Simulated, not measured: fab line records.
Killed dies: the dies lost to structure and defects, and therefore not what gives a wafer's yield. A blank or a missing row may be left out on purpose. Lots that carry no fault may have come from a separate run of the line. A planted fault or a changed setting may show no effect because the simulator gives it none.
Matching of chambers | flow nand-harc | ald-hk-01 running NHARC_A_STAIRCASE_ALD_420: 4 sister chambers
The step deposits SiO2, target thk 20 nm, pulse time 6 s, ald cycles 200. 20 wafers are shown with their chamber, then 10 later ones without.

== WAFERS, EACH WITH ITS CHAMBER ==
wafer  | chamber | heater-power-w (W) | precursor-pulse-height-rel
L075.1 | 2       | 441                | 0.998
L075.3 | 3       | 445                | 1.006
L075.4 | 1       | 372                | 0.993
L079.1 | 1       | 387                | 1.017
L079.4 | 3       | 455                | 1.050
L079.5 | 1       | 376                | 1.003
L080.2 | 0       | 531                | 0.983
L080.5 | 2       | 421                | 1.002
L080.6 | 3       | 443                | 0.986
L081.2 | 2       | 429                | 1.008
L081.5 | 2       | 444                | 1.017
L081.6 | 3       | 456                | 0.994
L083.3 | 1       | 387                | 1.024
L083.4 | 0       | 533                | 1.020
L083.5 | 0       | 535                | 1.002
L085.2 | 2       | 443                | 0.990
L085.3 | 0       | 529                | 1.001
L085.4 | 1       | 383                | 1.004
L086.3 | 1       | 385                | 1.005
L086.4 | 3       | 469                | 0.979

SIGNATURES, as means of the wafers listed above
reading                    | chamber 0 | chamber 1 | chamber 2 | chamber 3 | scatter within a chamber
heater-power-w             | 532.00    | 381.67    | 435.60    | 453.60    | 8.13
precursor-pulse-height-rel | 1.00150   | 1.00767   | 1.00300   | 1.00300   | 0.0175
Rule: for each reading, subtract the chamber's mean from the wafer's reading, divide by that reading's scatter and square the result; add these up over the readings and take the root, which gives the wafer's distance from the chamber. If the next closest chamber is less than 2 further off than the closest, the wafer can't be placed; otherwise it belongs to the closest. The scatter is the square root of a quotient: the sum, over the shown wafers, of each reading's squared deviation from its chamber's mean, divided by wafers minus chambers.

== WAFERS MISSING THEIR CHAMBER ==
wafer  | heater-power-w (W) | precursor-pulse-height-rel
L086.6 | 428                | 0.982
L088.2 | 455                | 0.976
L088.5 | 436                | 0.998
L088.6 | 380                | 1.011
L093.2 | 523                | 1.001
L093.4 | 383                | 0.976
L093.5 | 440                | 0.988
L096.1 | 532                | 1.024
L096.3 | 458                | 0.985
L096.5 | 420                | 0.982

== CHAMBER TAKEN BY EACH ==
wafer  | from the rows above     | in truth
L086.6 | can't be placed: 2 or 3 | 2
L088.2 | can't be placed: 3 or 2 | 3
L088.5 | can't be placed: 2 or 3 | 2
L088.6 | 1                       | 1
L093.2 | 0                       | 0
L093.4 | 1                       | 1
L093.5 | can't be placed: 2 or 3 | 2
L096.1 | 0                       | 0
L096.3 | can't be placed: 3 or 2 | 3
L096.5 | 2                       | 2
5 of 10 placed correctly. Not placeable from these rows: 5 (in 5, the candidates include the true chamber). Placed wrongly: 0.
